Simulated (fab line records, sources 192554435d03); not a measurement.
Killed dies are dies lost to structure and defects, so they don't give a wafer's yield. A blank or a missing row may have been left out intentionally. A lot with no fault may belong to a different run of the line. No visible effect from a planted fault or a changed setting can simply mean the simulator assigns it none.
Matching of chambers	flow n5-finfet	rie-diel-04 running N5_GATE_CUT_STRIP_41: 4 sister chambers
The step strips in CF4. 18 wafers are shown with their chamber, then 9 later ones without.

WAFERS WITH THEIR CHAMBER
wafer	chamber	drypump-motor-current-A (A)	showerhead-plenum-p-Torr (Torr)	rf-vpp-V (V)
L074.1	2	6.4	1.85	271.7
L074.3	0	5.9	1.79	270.6
L074.6	0	5.9	1.79	271.3
L075.1	2	6.4	1.85	271.7
L075.3	1	5.4	1.75	270.4
L075.4	2	6.4	1.85	272.1
L077.1	0	5.9	1.79	270.9
L077.3	2	6.3	1.84	272.2
L077.6	1	5.4	1.75	270.1
L081.1	3	5.7	1.84	272.3
L081.4	3	5.7	1.84	271.4
L081.5	2	6.3	1.84	272.6
L082.1	2	6.4	1.84	272.7
L082.3	3	5.7	1.84	271.4
L082.5	3	5.7	1.84	272.6
L088.1	1	5.4	1.75	269.1
L088.4	3	5.7	1.84	272.3
L088.5	0	5.9	1.78	271.1

SIGNATURES (averages over the wafers above)
reading	chamber 0	chamber 1	chamber 2	chamber 3	scatter within a chamber
drypump-motor-current-A	5.900	5.400	6.367	5.700	0.0309
showerhead-plenum-p-Torr	1.7875	1.7500	1.8450	1.8400	0.00401
rf-vpp-V	270.975	269.867	272.167	272.000	0.49
Rule: a wafer lies at a distance from a chamber equal to the root of the sum of squares, over the readings, of (its reading less the chamber's mean, divided by the reading's scatter). The wafer belongs to the nearest chamber; if the next one is less than 2 further off, it can't be placed. How the scatter is found: for the shown wafers, subtract from each reading the mean of its chamber, square and add these, divide the total by (wafers less chambers), then take the root.

WAFERS MISSING THEIR CHAMBER
wafer	drypump-motor-current-A (A)	showerhead-plenum-p-Torr (Torr)	rf-vpp-V (V)
L091.3	5.7	1.84	271.9
L091.4	6.4	1.84	271.3
L091.6	5.7	1.84	271.7
L090.1	6.4	1.84	271.4
L090.3	5.9	1.78	270.1
L090.5	5.9	1.78	271.9
L097.1	5.9	1.78	271.0
L097.2	6.4	1.83	271.6
L097.3	5.4	1.75	270.8

WHICH CHAMBER EACH ONE RAN IN
wafer	from the rows above	in truth
L091.3	3	3
L091.4	2	2
L091.6	3	3
L090.1	2	2
L090.3	0	0
L090.5	0	0
L097.1	0	0
L097.2	2	2
L097.3	1	1
Correctly placed: 9 of 9. Left unplaced by these rows: 0. 0 placed wrongly.
